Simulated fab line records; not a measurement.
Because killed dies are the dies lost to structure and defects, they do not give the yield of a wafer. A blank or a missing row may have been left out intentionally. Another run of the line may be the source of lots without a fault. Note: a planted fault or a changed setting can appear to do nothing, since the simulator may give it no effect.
One fault seen from 2 desks	flow n5 finfet	every desk sees just its own numbers, and what lay behind them comes last

METROLOGY DESK
What the gauges read for every lot (on any tool): the sampled wafers with a number, averaged. If a lot's mean is further than 4 standard deviations from the usual mean, the lot is out of limits and carries the mark OUT (the distance appears in the brackets).
Columns: A = trench depth nm at N5_BEOL_M0_OCD_MEAS_108, usual 32.7 nm; B = M0_RS at N5_BEOL_M0_RS_MEAS_126, usual 0.533 ohm/sq; C = M1_ILD_THK at N5_BEOL_M1_THK_MEAS_01, usual 78.9 nm
lot	first seen here	A	B	C
L707	day 6 18:23	32.3	0.551	78.8
L714	day 8 10:47	32.5	0.534	78.9
L716	day 9 00:11	32.4	0.530	79.5
L717	day 9 05:16	32.5	0.544	78.7
L723	day 10 16:40	32.5	0.515	79.1
L725	day 11 02:07	32.9	0.518	79.2
Finding of this desk: none of the 6 lots has anything out of limits.

DESK OF THE TOOL OWNER: ald metal-01
The tool's own readings at N5_BEOL_M0_ALD_136 (deposits TaN, pulse time 2 s, purge time 3 s, co reactant purge time 2 s): means of the sampled wafers that have a number, for each lot that ran on this tool. If a lot's mean is further than 4 standard deviations from the usual mean, the lot is out of limits and carries the mark OUT (the distance appears in the brackets).
Columns: A = heater power w at N5_BEOL_M0_ALD_136, usual 426 W
lot	first seen here	A
L716	day 9 01:13	431
L717	day 9 06:13	435
L723	day 10 17:29	430
L725	day 11 03:11	443
Finding of this desk: none of the 4 lots has anything out of limits.

TAKEN TOGETHER
Nothing out of limits was seen by the metrology desk.
The tool owner's desk saw nothing out of limits.

WHAT THE SIMULATOR PUT IN
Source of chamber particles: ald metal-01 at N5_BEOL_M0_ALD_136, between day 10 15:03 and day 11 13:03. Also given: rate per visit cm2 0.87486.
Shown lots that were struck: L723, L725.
